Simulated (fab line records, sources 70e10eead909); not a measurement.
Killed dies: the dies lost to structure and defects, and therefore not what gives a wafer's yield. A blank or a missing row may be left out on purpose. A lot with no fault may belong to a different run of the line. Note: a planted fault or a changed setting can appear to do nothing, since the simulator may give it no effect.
What tool caused it? || flow nand-harc || 14 lots, 42 wafers sampled, at 3 steps of a route of 1302

== WHAT EACH GAUGE READ, for each wafer ==
NHARC_P_GATE_OVL_MEAS_27.
{"lot": "L870", "measured": "day 4 23:47", "on": "overlay-02", "overlay-x-nm (nm)": "1.3 0.7 0.9", "overlay-y-nm (nm)": "0.7 1.1 0.7"}
{"lot": "L872", "measured": "day 5 22:45", "on": "overlay-02", "overlay-x-nm (nm)": "-0.5 -0.9 -0.5", "overlay-y-nm (nm)": "0.5 0.4 0.5"}
{"lot": "L880", "measured": "day 9 00:20", "on": "overlay-01", "overlay-x-nm (nm)": "0.4 0.0 0.0", "overlay-y-nm (nm)": "-0.1 -0.5 -0.4"}
{"lot": "L881", "measured": "day 9 18:16", "on": "overlay-01", "overlay-x-nm (nm)": "-0.1 0.0 0.7", "overlay-y-nm (nm)": "0.3 0.0 -0.9"}
{"lot": "L883", "measured": "day 10 07:13", "on": "overlay-02", "overlay-x-nm (nm)": "0.5 0.7 0.4", "overlay-y-nm (nm)": "-0.3 -0.7 -0.8"}
{"lot": "L885", "measured": "day 11 04:29", "on": "overlay-02", "overlay-x-nm (nm)": "-0.8 -0.6 -0.1", "overlay-y-nm (nm)": "-0.3 -0.2 -0.3"}
{"lot": "L886", "measured": "day 11 21:30", "on": "overlay-02", "overlay-x-nm (nm)": "1.2 1.3 1.2", "overlay-y-nm (nm)": "0.5 -0.1 -0.1"}
{"lot": "L887", "measured": "day 12 08:43", "on": "overlay-02", "overlay-x-nm (nm)": "-0.5 -0.8 0.1", "overlay-y-nm (nm)": "-0.6 -0.1 -0.5"}
{"lot": "L888", "measured": "day 12 11:38", "on": "overlay-02", "overlay-x-nm (nm)": "1.3 1.6 1.9", "overlay-y-nm (nm)": "0.8 0.8 1.2"}
{"lot": "L889", "measured": "day 13 01:04", "on": "overlay-02", "overlay-x-nm (nm)": "-1.6 -2.2 -1.9", "overlay-y-nm (nm)": "0.1 -0.6 -0.5"}
{"lot": "L890", "measured": "day 13 09:21", "on": "overlay-01", "overlay-x-nm (nm)": "-1.3 -1.4 -1.2", "overlay-y-nm (nm)": "-0.1 -0.3 0.6"}
{"lot": "L891", "measured": "day 13 14:23", "on": "overlay-01", "overlay-x-nm (nm)": "-0.7 -1.3 -0.2", "overlay-y-nm (nm)": "0.1 0.4 0.0"}
{"lot": "L892", "measured": "day 14 09:07", "on": "overlay-02", "overlay-x-nm (nm)": "-1.8 -2.2 -1.7", "overlay-y-nm (nm)": "-0.4 -0.6 -0.4"}
{"lot": "L893", "measured": "day 14 12:52", "on": "overlay-01", "overlay-x-nm (nm)": "-0.1 0.0 -0.1", "overlay-y-nm (nm)": "-0.5 -0.5 0.1"}

== TOOL THAT RAN EACH LOT (tool first, then ch and the chambers of the sampled wafers, then the start) ==
{"lot": "L870", "NHARC_P_STI_DESCUM_14": "rie-diel-04 ch 0,1,3, day 2 20:58", "NHARC_P_GATE_DEP_103": "pecvd-01 ch 0,2, day 4 23:01"}
{"lot": "L872", "NHARC_P_STI_DESCUM_14": "rie-diel-04 ch 0,1,2, day 3 15:26", "NHARC_P_GATE_DEP_103": "pecvd-03 ch 1,2, day 5 22:05"}
{"lot": "L880", "NHARC_P_STI_DESCUM_14": "rie-diel-04 ch 0,1,3, day 6 22:17", "NHARC_P_GATE_DEP_103": "pecvd-01 ch 0,1,2, day 8 23:35"}
{"lot": "L881", "NHARC_P_STI_DESCUM_14": "rie-diel-04 ch 1,2, day 7 11:55", "NHARC_P_GATE_DEP_103": "pecvd-03 ch 0,1,2, day 9 17:39"}
{"lot": "L883", "NHARC_P_STI_DESCUM_14": "rie-diel-05 ch 0,3, day 8 05:59", "NHARC_P_GATE_DEP_103": "pecvd-01 ch 0,1, day 10 06:36"}
{"lot": "L885", "NHARC_P_STI_DESCUM_14": "rie-diel-04 ch 1,2,3, day 9 02:28", "NHARC_P_GATE_DEP_103": "pecvd-03 ch 0,2, day 11 03:53"}
{"lot": "L886", "NHARC_P_STI_DESCUM_14": "rie-diel-07 ch 0,1,3, day 9 11:20", "NHARC_P_GATE_DEP_103": "pecvd-03 ch 0,1,2, day 11 20:44"}
{"lot": "L887", "NHARC_P_STI_DESCUM_14": "rie-diel-04 ch 2,3, day 9 22:51", "NHARC_P_GATE_DEP_103": "pecvd-03 ch 1,2, day 12 08:07"}
{"lot": "L888", "NHARC_P_STI_DESCUM_14": "rie-diel-07 ch 1,3, day 10 09:22", "NHARC_P_GATE_DEP_103": "pecvd-01 ch 1,2, day 12 10:52"}
{"lot": "L889", "NHARC_P_STI_DESCUM_14": "rie-diel-07 ch 1,2, day 10 21:20", "NHARC_P_GATE_DEP_103": "pecvd-01 ch 0,1, day 13 00:26"}
{"lot": "L890", "NHARC_P_STI_DESCUM_14": "rie-diel-04 ch 0,1,3, day 11 05:49", "NHARC_P_GATE_DEP_103": "pecvd-04 ch 0,1, day 13 08:35"}
{"lot": "L891", "NHARC_P_STI_DESCUM_14": "rie-diel-04 ch 2,3, day 11 13:56", "NHARC_P_GATE_DEP_103": "pecvd-04 ch 0,1,2, day 13 13:38"}
{"lot": "L892", "NHARC_P_STI_DESCUM_14": "rie-diel-04 ch 1,2,3, day 11 23:16", "NHARC_P_GATE_DEP_103": "pecvd-03 ch 0,2, day 14 08:22"}
{"lot": "L893", "NHARC_P_STI_DESCUM_14": "rie-diel-05 ch 0,1,2, day 12 09:46", "NHARC_P_GATE_DEP_103": "pecvd-03 ch 0,1, day 14 12:08"}
- NHARC_P_STI_DESCUM_14: chemistry O2, time 3 s.
- NHARC_P_GATE_DEP_103: deposits SiON, target thk 30 nm.

== AS READ BY THE TOOLS THEMSELVES (means over the sampled wafers that have a number; for cases with no such wafer, the mark the record gives instead) ==
NHARC_P_STI_DESCUM_14.
{"lot": "L870", "tool": "rie-diel-04", "drypump-motor-current-A (A)": 5.9, "oes-product-au (a.u.)": 0.992, "rf-vpp-V (V)": 58.4, "showerhead-plenum-p-Torr (Torr)": 1.91, "throttle-valve-pct (%)": 11.317}
{"lot": "L872", "tool": "rie-diel-04", "drypump-motor-current-A (A)": 5.7, "oes-product-au (a.u.)": 1.001, "rf-vpp-V (V)": 57.1, "showerhead-plenum-p-Torr (Torr)": 1.91, "throttle-valve-pct (%)": 11.320}
{"lot": "L880", "tool": "rie-diel-04", "drypump-motor-current-A (A)": 5.9, "oes-product-au (a.u.)": 0.993, "rf-vpp-V (V)": 57.3, "showerhead-plenum-p-Torr (Torr)": 1.91, "throttle-valve-pct (%)": 11.306}
{"lot": "L881", "tool": "rie-diel-04", "drypump-motor-current-A (A)": 5.9, "oes-product-au (a.u.)": 1.003, "rf-vpp-V (V)": 58.0, "showerhead-plenum-p-Torr (Torr)": 1.94, "throttle-valve-pct (%)": 11.318}
{"lot": "L883", "tool": "rie-diel-05", "drypump-motor-current-A (A)": 5.8, "oes-product-au (a.u.)": 0.981, "rf-vpp-V (V)": 58.2, "showerhead-plenum-p-Torr (Torr)": 1.86, "throttle-valve-pct (%)": 11.314}
{"lot": "L885", "tool": "rie-diel-04", "drypump-motor-current-A (A)": 6.0, "oes-product-au (a.u.)": 1.020, "rf-vpp-V (V)": 57.0, "showerhead-plenum-p-Torr (Torr)": 1.94, "throttle-valve-pct (%)": 11.314}
{"lot": "L886", "tool": "rie-diel-07", "drypump-motor-current-A (A)": 5.4, "oes-product-au (a.u.)": 1.007, "rf-vpp-V (V)": 57.4, "showerhead-plenum-p-Torr (Torr)": 1.90, "throttle-valve-pct (%)": 11.308}
{"lot": "L887", "tool": "rie-diel-04", "drypump-motor-current-A (A)": 6.1, "oes-product-au (a.u.)": 1.007, "rf-vpp-V (V)": 58.2, "showerhead-plenum-p-Torr (Torr)": 1.91, "throttle-valve-pct (%)": 11.316}
{"lot": "L888", "tool": "rie-diel-07", "drypump-motor-current-A (A)": 5.5, "oes-product-au (a.u.)": 1.003, "rf-vpp-V (V)": 58.1, "showerhead-plenum-p-Torr (Torr)": 1.87, "throttle-valve-pct (%)": 11.307}
{"lot": "L889", "tool": "rie-diel-07", "drypump-motor-current-A (A)": 5.6, "oes-product-au (a.u.)": 1.009, "rf-vpp-V (V)": 57.8, "showerhead-plenum-p-Torr (Torr)": 1.87, "throttle-valve-pct (%)": 11.308}
{"lot": "L890", "tool": "rie-diel-04", "drypump-motor-current-A (A)": 5.9, "oes-product-au (a.u.)": 0.997, "rf-vpp-V (V)": 57.6, "showerhead-plenum-p-Torr (Torr)": 1.91, "throttle-valve-pct (%)": 11.311}
{"lot": "L891", "tool": "rie-diel-04", "drypump-motor-current-A (A)": 6.3, "oes-product-au (a.u.)": 1.011, "rf-vpp-V (V)": 58.2, "showerhead-plenum-p-Torr (Torr)": 1.91, "throttle-valve-pct (%)": 11.307}
{"lot": "L892", "tool": "rie-diel-04", "drypump-motor-current-A (A)": 6.0, "oes-product-au (a.u.)": 1.015, "rf-vpp-V (V)": 58.4, "showerhead-plenum-p-Torr (Torr)": 1.94, "throttle-valve-pct (%)": 11.307}
{"lot": "L893", "tool": "rie-diel-05", "drypump-motor-current-A (A)": 5.8, "oes-product-au (a.u.)": 1.002, "rf-vpp-V (V)": 58.1, "showerhead-plenum-p-Torr (Torr)": 1.93, "throttle-valve-pct (%)": 11.308}

NHARC_P_GATE_DEP_103.
{"lot": "L870", "tool": "pecvd-01", "heater-power-outer-w (W)": 439, "heater-power-w (W)": 744}
{"lot": "L872", "tool": "pecvd-03", "heater-power-outer-w (W)": 509, "heater-power-w (W)": 818}
{"lot": "L880", "tool": "pecvd-01", "heater-power-outer-w (W)": "-", "heater-power-w (W)": "-"}
{"lot": "L881", "tool": "pecvd-03", "heater-power-outer-w (W)": "-", "heater-power-w (W)": "-"}
{"lot": "L883", "tool": "pecvd-01", "heater-power-outer-w (W)": 354, "heater-power-w (W)": 603}
{"lot": "L885", "tool": "pecvd-03", "heater-power-outer-w (W)": 393, "heater-power-w (W)": 690}
{"lot": "L886", "tool": "pecvd-03", "heater-power-outer-w (W)": 425, "heater-power-w (W)": 723}
{"lot": "L887", "tool": "pecvd-03", "heater-power-outer-w (W)": 473, "heater-power-w (W)": 790}
{"lot": "L888", "tool": "pecvd-01", "heater-power-outer-w (W)": 384, "heater-power-w (W)": 713}
{"lot": "L889", "tool": "pecvd-01", "heater-power-outer-w (W)": 416, "heater-power-w (W)": 686}
{"lot": "L890", "tool": "pecvd-04", "heater-power-outer-w (W)": 536, "heater-power-w (W)": 869}
{"lot": "L891", "tool": "pecvd-04", "heater-power-outer-w (W)": 445, "heater-power-w (W)": 748}
{"lot": "L892", "tool": "pecvd-03", "heater-power-outer-w (W)": 399, "heater-power-w (W)": 689}
{"lot": "L893", "tool": "pecvd-03", "heater-power-outer-w (W)": 431, "heater-power-w (W)": 719}

== THE ANSWER, worked out from the rows above alone ==
Rule: what is usual is taken from the lots themselves. The widest of any qualifying gaps counts: lots, ordered by their means at a reading, are off when they make up no more than a third of the lots, leave a main group of 4 or more, and stand apart from it by 3 or more times the standard deviation of that group's means. The tables above print the reading to a certain number of digits; a main group whose means all agree to those digits is not used. Also off: a lot with no number at a reading for which 4 or more lots have one. All remaining lots with rows at the step are treated as sound. After the gauges, taken in route order, come the tools' own readings; for these a lot's mean is taken, as printed above. At the first step where some lot is off, the reading lying furthest off is the one used; lots without a number count as furthest.
Off: L880, L881, at NHARC_P_GATE_DEP_103 (heater-power-outer-w). Without a number there: L880, L881. The main group: mean 434 W, standard deviation 50.
A tool fits if, at that step or a process step before it, it ran every lot that is off, and no sound lot after the first of them. Of those tried, none fits.

== WHAT HAD BEEN PUT IN BY THE SIMULATOR ==
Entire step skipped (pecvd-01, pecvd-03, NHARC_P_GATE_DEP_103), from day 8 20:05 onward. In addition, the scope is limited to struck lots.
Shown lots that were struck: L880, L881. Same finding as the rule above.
